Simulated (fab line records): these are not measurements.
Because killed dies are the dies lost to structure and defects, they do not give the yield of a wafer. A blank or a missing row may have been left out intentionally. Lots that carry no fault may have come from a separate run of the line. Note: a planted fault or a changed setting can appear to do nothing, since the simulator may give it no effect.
Split-lot study    flow n5 finfet    21 wafers read from 4 lots, route of 1938 steps

## ON THE SPLIT
At N5_BEOL_M14_SPUTTER_44 (material Ta, target thk 15 nm, time 24.19 s), the setting power w was moved away from the recipe's 15000 W on 9 of the 21 wafers read, by -10.7% to +15.3%. This setting was run at the recipe's value on the other wafers.

The reading is taken at the split's own step.

## THE READING
Ta_of_BEOL_M14_SPUTTER_44.thk nm (the simulator's own value, which no gauge read), in nm, at N5_BEOL_M14_SPUTTER_44 (material Ta, target thk 15 nm, time 24.19 s). The file does not state a usual value for it. Across the 12 wafers here that went through the recipe, the average is 15.0 nm and the standard deviation 0.18 nm.

wafer   tool, chamber at the split  power w as run, W  against the recipe  Ta_of_BEOL_M14_SPUTTER_44.thk nm, nm  against lot-mates on the recipe
L081.4  pvd sputter-01, -           15000              recipe              14.8                                  -
L081.6  pvd sputter-01, -           15000              recipe              14.8                                  -
L081.5  pvd sputter-01, -           15000              recipe              15                                    -
L079.1  pvd sputter-02, -           15000              recipe              14.8                                  -
L079.2  pvd sputter-02, -           15000              recipe              15                                    -
L079.6  pvd sputter-02, -           15000              recipe              15                                    -
L079.3  pvd sputter-02, -           17290              +15.3%              17.4                                  +2.5
L079.4  pvd sputter-02, -           17290              +15.3%              16.8                                  +1.9
L079.5  pvd sputter-02, -           17290              +15.3%              16.8                                  +1.9
L089.1  pvd sputter-03, -           15000              recipe              15.2                                  -
L089.2  pvd sputter-03, -           15000              recipe              14.8                                  -
L089.3  pvd sputter-03, -           16600              +10.7%              16.6                                  +1.5
L089.5  pvd sputter-03, -           16600              +10.7%              16.6                                  +1.5
L089.4  pvd sputter-03, -           15000              recipe              15.4                                  -
L089.6  pvd sputter-03, -           16600              +10.7%              16.4                                  +1.3
L087.1  pvd sputter-03, -           13400              -10.7%              13.2                                  -1.7
L087.4  pvd sputter-03, -           13400              -10.7%              13.2                                  -1.7
L087.2  pvd sputter-03, -           13400              -10.7%              13.4                                  -1.5
L087.3  pvd sputter-03, -           15000              recipe              14.8                                  -
L087.5  pvd sputter-03, -           15000              recipe              14.8                                  -
L087.6  pvd sputter-03, -           15000              recipe              15                                    -

FIT RESULTS
A straight line over all 21 wafers: Ta_of_BEOL_M14_SPUTTER_44.thk nm changes by +0.145 nm for each +1% of power w; r = +0.99; the points scatter about the line by 0.21 nm.
The same after taking each lot's own level away (the mean of its wafers on the recipe; 21 wafers): +0.139 nm for each +1%; r = +0.99; scatter 0.18 nm.
That fit puts the effect of the largest move of power w on the reading at 2.1 nm.
From 14.87 to 15.13 nm: that is the span of the lots' own levels, equal to 1.4 times the standard deviation above.
So the lot-to-lot level changes the slope little: the two slopes agree.
Check: +2 nm against its lot-mates is what the line predicts for one of the wafers moved furthest among these (+15.3%) when that wafer is left out of the fit. Against them it came out at +2.47 nm.

## OTHER SPLITS ON THESE WAFERS
Note: prior to the reading, these wafers also went through further splits. Each is held against what the fit with the lots' levels taken away leaves over:
other split on the same wafers  wafers away from the commonest value  r with Ta_of_BEOL_M14_SPUTTER_44.thk nm (lot level and that fit taken away)
N5_BEOL_M9_COAT_60 spin rpm     6                                     -0.16
N5_BEOL_M10_DEP_56 time s       6                                     +0.07
N5_BEOL_M11_COAT_05 spin rpm    6                                     -0.04
N5_BEOL_M12_COAT_04 spin rpm    6                                     -0.34
N5_BEOL_M12_PEB_08 peb time s   9                                     +0.11
N5_BEOL_M13_SPUTTER_43 time s   9                                     -0.27
N5_BEOL_M13_SPUTTER_44 power w  9                                     -0.11

## THE FILE'S OWN FIT
Ta_of_BEOL_M14_SPUTTER_44.thk nm changes by +0.138 nm for each +1% of power w, r = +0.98.
